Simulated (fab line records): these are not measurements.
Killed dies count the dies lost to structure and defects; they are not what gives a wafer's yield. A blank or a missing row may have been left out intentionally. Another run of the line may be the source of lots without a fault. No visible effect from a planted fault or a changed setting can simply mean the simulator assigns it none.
Chamber matching || flow n5-finfet || pecvd-01 running N5_BEOL_M3_DEP_57: 3 sister chambers
The step deposits SiCN from 3MS/NH3, target thk 8 nm, time 14 s. 16 wafers are shown with their chamber, then 8 later ones without.

EACH WAFER AND ITS CHAMBER
{"wafer": "L077.1", "chamber": 0, "throttle-valve-pct (%)": 9.6, "showerhead-vpp-V (V)": 890, "showerhead-plenum-p-Torr (Torr)": 3.656}
{"wafer": "L077.4", "chamber": 2, "throttle-valve-pct (%)": 8.3, "showerhead-vpp-V (V)": 846, "showerhead-plenum-p-Torr (Torr)": 3.669}
{"wafer": "L077.6", "chamber": 1, "throttle-valve-pct (%)": 9.2, "showerhead-vpp-V (V)": 850, "showerhead-plenum-p-Torr (Torr)": 3.659}
{"wafer": "L076.4", "chamber": 1, "throttle-valve-pct (%)": 8.9, "showerhead-vpp-V (V)": 848, "showerhead-plenum-p-Torr (Torr)": 3.680}
{"wafer": "L076.5", "chamber": 0, "throttle-valve-pct (%)": 9.7, "showerhead-vpp-V (V)": 896, "showerhead-plenum-p-Torr (Torr)": 3.660}
{"wafer": "L076.6", "chamber": 2, "throttle-valve-pct (%)": 8.2, "showerhead-vpp-V (V)": 836, "showerhead-plenum-p-Torr (Torr)": 3.677}
{"wafer": "L084.4", "chamber": 0, "throttle-valve-pct (%)": 9.6, "showerhead-vpp-V (V)": 910, "showerhead-plenum-p-Torr (Torr)": 3.648}
{"wafer": "L084.5", "chamber": 2, "throttle-valve-pct (%)": 8.7, "showerhead-vpp-V (V)": 832, "showerhead-plenum-p-Torr (Torr)": 3.661}
{"wafer": "L084.6", "chamber": 1, "throttle-valve-pct (%)": 9.0, "showerhead-vpp-V (V)": 845, "showerhead-plenum-p-Torr (Torr)": 3.677}
{"wafer": "L086.3", "chamber": 0, "throttle-valve-pct (%)": 9.8, "showerhead-vpp-V (V)": 914, "showerhead-plenum-p-Torr (Torr)": 3.662}
{"wafer": "L086.5", "chamber": 0, "throttle-valve-pct (%)": 9.8, "showerhead-vpp-V (V)": 896, "showerhead-plenum-p-Torr (Torr)": 3.656}
{"wafer": "L086.6", "chamber": 1, "throttle-valve-pct (%)": 8.9, "showerhead-vpp-V (V)": 839, "showerhead-plenum-p-Torr (Torr)": 3.679}
{"wafer": "L092.1", "chamber": 2, "throttle-valve-pct (%)": 8.5, "showerhead-vpp-V (V)": 832, "showerhead-plenum-p-Torr (Torr)": 3.667}
{"wafer": "L092.2", "chamber": 1, "throttle-valve-pct (%)": 9.1, "showerhead-vpp-V (V)": 833, "showerhead-plenum-p-Torr (Torr)": 3.676}
{"wafer": "L092.5", "chamber": 1, "throttle-valve-pct (%)": 9.2, "showerhead-vpp-V (V)": 851, "showerhead-plenum-p-Torr (Torr)": 3.670}
{"wafer": "L089.1", "chamber": 2, "throttle-valve-pct (%)": 8.4, "showerhead-vpp-V (V)": 822, "showerhead-plenum-p-Torr (Torr)": 3.663}

SIGNATURES (means of the wafers above)
{"reading": "throttle-valve-pct", "chamber 0": 9.700, "chamber 1": 9.050, "chamber 2": 8.420, "scatter within a chamber": 0.148}
{"reading": "showerhead-vpp-V", "chamber 0": 901.20, "chamber 1": 844.33, "chamber 2": 833.60, "scatter within a chamber": 8.63}
{"reading": "showerhead-plenum-p-Torr", "chamber 0": 3.65640, "chamber 1": 3.67350, "chamber 2": 3.66740, "scatter within a chamber": 0.0067}
Rule: a wafer lies at a distance from a chamber equal to the root of the sum of squares, over the readings, of (its reading less the chamber's mean, divided by the reading's scatter). If the next closest chamber is less than 2 further off than the closest, the wafer can't be placed; otherwise it belongs to the closest. How the scatter is found: for the shown wafers, subtract from each reading the mean of its chamber, square and add these, divide the total by (wafers less chambers), then take the root.

WAFERS MISSING THEIR CHAMBER
{"wafer": "L089.2", "throttle-valve-pct (%)": 8.7, "showerhead-vpp-V (V)": 835, "showerhead-plenum-p-Torr (Torr)": 3.672}
{"wafer": "L089.3", "throttle-valve-pct (%)": 8.9, "showerhead-vpp-V (V)": 840, "showerhead-plenum-p-Torr (Torr)": 3.678}
{"wafer": "L093.1", "throttle-valve-pct (%)": 8.9, "showerhead-vpp-V (V)": 836, "showerhead-plenum-p-Torr (Torr)": 3.681}
{"wafer": "L093.4", "throttle-valve-pct (%)": 8.9, "showerhead-vpp-V (V)": 846, "showerhead-plenum-p-Torr (Torr)": 3.680}
{"wafer": "L093.5", "throttle-valve-pct (%)": 8.6, "showerhead-vpp-V (V)": 840, "showerhead-plenum-p-Torr (Torr)": 3.670}
{"wafer": "L095.4", "throttle-valve-pct (%)": 9.0, "showerhead-vpp-V (V)": 850, "showerhead-plenum-p-Torr (Torr)": 3.687}
{"wafer": "L095.5", "throttle-valve-pct (%)": 8.8, "showerhead-vpp-V (V)": 841, "showerhead-plenum-p-Torr (Torr)": 3.681}
{"wafer": "L095.6", "throttle-valve-pct (%)": 8.5, "showerhead-vpp-V (V)": 825, "showerhead-plenum-p-Torr (Torr)": 3.667}

WHICH CHAMBER EACH WENT THROUGH
{"wafer": "L089.2", "from the rows above": "can't be placed: 2 or 1", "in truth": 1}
{"wafer": "L089.3", "from the rows above": 1, "in truth": 1}
{"wafer": "L093.1", "from the rows above": 1, "in truth": 1}
{"wafer": "L093.4", "from the rows above": 1, "in truth": 1}
{"wafer": "L093.5", "from the rows above": "can't be placed: 2 or 1", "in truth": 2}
{"wafer": "L095.4", "from the rows above": 1, "in truth": 1}
{"wafer": "L095.5", "from the rows above": "can't be placed: 1 or 2", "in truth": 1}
{"wafer": "L095.6", "from the rows above": 2, "in truth": 2}
Correct placement for 5 of the 8. Unplaceable from these rows: 3, with the true chamber sitting among the candidates in 3. Wrongly placed: 0.
